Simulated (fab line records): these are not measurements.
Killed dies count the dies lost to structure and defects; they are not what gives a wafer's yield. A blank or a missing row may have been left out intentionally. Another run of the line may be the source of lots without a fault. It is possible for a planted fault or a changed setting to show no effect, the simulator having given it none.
Split-lot trial | flow n5 finfet | 39 wafers read from 7 lots, route of 1938 steps

ON THE SPLIT
At N5_BEOL_M12_ETCH_38 (etches SiCN in CF4/N2, target depth 68.7 nm, time 73.4 s), the setting time s was moved away from the recipe's 73.4 s on 15 of the 39 wafers read, by -23.1% to +59.5%. This setting was run at the recipe's value on the other wafers.

The reading is taken at the split's own step.

THE READING
etch.depth nm (the simulator's own value, which no gauge read), in nm, at N5_BEOL_M12_ETCH_38 (etches SiCN in CF4/N2, target depth 68.7 nm, time 73.4 s). The file gives no usual value for it. The 24 wafers here that ran the recipe average 58.41 nm, standard deviation 1.5 nm.

wafer  | tool, chamber at the split | time s as run, s | against the recipe | etch.depth nm, nm | against lot-mates on the recipe
L077.1 | rie diel-01, 2             | 73.4             | recipe             | 59.77             | -
L077.2 | rie diel-01, 3             | 73.4             | recipe             | 58.12             | -
L077.3 | rie diel-01, 0             | 73.4             | recipe             | 54.99             | -
L077.4 | rie diel-01, 1             | 73.4             | recipe             | 59.13             | -
L077.5 | rie diel-01, 1             | 73.4             | recipe             | 58.95             | -
L077.6 | rie diel-01, 0             | 73.4             | recipe             | 55.18             | -
L074.1 | rie diel-01, 2             | 73.4             | recipe             | 58.47             | -
L074.2 | rie diel-01, 3             | 73.4             | recipe             | 57.98             | -
L074.3 | rie diel-01, 1             | 85.74            | +16.8%             | 68.3              | +10.08
L074.4 | rie diel-01, 0             | 85.74            | +16.8%             | 64.11             | +5.89
L074.5 | rie diel-01, 1             | 73.4             | recipe             | 58.21             | -
L074.6 | rie diel-01, 0             | 85.74            | +16.8%             | 64.15             | +5.93
L080.1 | rie diel-05, 1             | 117.1            | +59.5%             | 94.7              | +36.85
L080.2 | rie diel-05, 0             | 73.4             | recipe             | 58.11             | -
L080.3 | rie diel-05, 3             | 117.1            | +59.5%             | 93.83             | +35.98
L080.4 | rie diel-05, 2             | 73.4             | recipe             | 57.3              | -
L080.5 | rie diel-05, 3             | 73.4             | recipe             | 58.15             | -
L080.6 | rie diel-05, 2             | 117.1            | +59.5%             | 91.1              | +33.25
L085.3 | rie diel-04, 2             | 73.4             | recipe             | 59.88             | -
L085.4 | rie diel-04, 3             | 73.4             | recipe             | 58.45             | -
L085.6 | rie diel-04, 1             | 73.4             | recipe             | 55.49             | -
L089.1 | rie diel-05, 2             | 56.41            | -23.1%             | 44.78             | -15.21
L089.2 | rie diel-05, 0             | 73.4             | recipe             | 60.17             | -
L089.3 | rie diel-05, 3             | 73.4             | recipe             | 59.58             | -
L089.4 | rie diel-05, 1             | 56.41            | -23.1%             | 46.27             | -13.72
L089.5 | rie diel-05, 0             | 56.41            | -23.1%             | 46.37             | -13.62
L089.6 | rie diel-05, 1             | 73.4             | recipe             | 60.22             | -
L090.1 | rie diel-01, 1             | 108.1            | +47.3%             | 86.53             | +28.38
L090.2 | rie diel-01, 2             | 73.4             | recipe             | 58.47             | -
L090.3 | rie diel-01, 0             | 73.4             | recipe             | 58.17             | -
L090.4 | rie diel-01, 1             | 108.1            | +47.3%             | 86.78             | +28.63
L090.5 | rie diel-01, 2             | 108.1            | +47.3%             | 85.92             | +27.77
L090.6 | rie diel-01, 0             | 73.4             | recipe             | 57.81             | -
L094.1 | rie diel-04, 0             | 92.59            | +26.1%             | 72.29             | +12.58
L094.2 | rie diel-04, 2             | 73.4             | recipe             | 60.7              | -
L094.3 | rie diel-04, 1             | 92.59            | +26.1%             | 71.08             | +11.37
L094.4 | rie diel-04, 1             | 92.59            | +26.1%             | 70.92             | +11.21
L094.5 | rie diel-04, 0             | 73.4             | recipe             | 57.73             | -
L094.6 | rie diel-04, 2             | 73.4             | recipe             | 60.71             | -

THE FIT
A straight line over all 39 wafers: etch.depth nm changes by +0.572 nm for each +1% of time s; r = +0.99; the points scatter about the line by 1.7 nm.
The same after taking each lot's own level away (the mean of its wafers on the recipe; 39 wafers): +0.584 nm for each +1%; r = +0.99; scatter 1.8 nm.
The reading moves by 35 nm for the largest change in time s, on that fit.
The lots' own levels span 57.690 to 59.990 nm, that is 1.5 times the standard deviation above.
Hence the lot-to-lot level has little effect on the slope; both slopes agree.
Check: +33.9 nm against its lot-mates is what the line predicts for one of the wafers moved furthest among these (+59.5%) when that wafer is left out of the fit. Against them it came out at +36.8 nm.

THE FILE'S OWN FIT
etch.depth nm changes by +0.577 nm for each +1% of time s, r = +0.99.
